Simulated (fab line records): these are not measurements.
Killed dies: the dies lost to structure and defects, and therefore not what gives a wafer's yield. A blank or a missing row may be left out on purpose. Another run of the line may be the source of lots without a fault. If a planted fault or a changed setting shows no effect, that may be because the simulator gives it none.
Chamber matching	flow n5 finfet	4 sister chambers for N5_BEOL_M9_DESCUM_16 on rie diel-01
The step chemistry O2, time 7.9 s. 4 wafers are shown with their chamber, then 9 later ones without.

## WAFERS, EACH WITH ITS CHAMBER
wafer	chamber	throttle valve pct (%)
L083.5	1	20.35
L086.1	3	20.75
L086.3	0	20.77
L086.4	2	20.34

## WAFERS WITH NO CHAMBER GIVEN
wafer	throttle valve pct (%)
L093.2	20.39
L093.4	20.34
L093.6	20.36
L091.3	20.37
L091.5	20.34
L091.6	20.36
L092.1	20.37
L092.2	20.76
L092.3	20.81

## EACH ONE'S CHAMBER
wafer	from the rows above	in truth
L093.2	can't be placed: 1 or 2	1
L093.4	can't be placed: 2 or 1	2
L093.6	can't be placed: 1 or 2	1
L091.3	can't be placed: 1 or 2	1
L091.5	can't be placed: 2 or 1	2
L091.6	can't be placed: 1 or 2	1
L092.1	can't be placed: 1 or 2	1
L092.2	can't be placed: 0 or 3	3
L092.3	can't be placed: 0 or 3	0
Correctly placed: 0 of 9. Can't be placed from these rows: 9 (the true chamber is among the candidates in 9). Number placed wrongly: 0.
How it was worked out, from the rows above alone: a wafer's distance from a chamber is the root of the sum, over the readings, of the square of ((its reading less the chamber's mean) divided by the reading's scatter). The wafer belongs to the nearest chamber; if the next one is less than 2 further off, it can't be placed. A chamber's mean is the mean of its shown wafers. The scatter (one wafer shown for each chamber): square how far every hidden wafer sits from the nearest shown wafer, average those squares and take the square root.
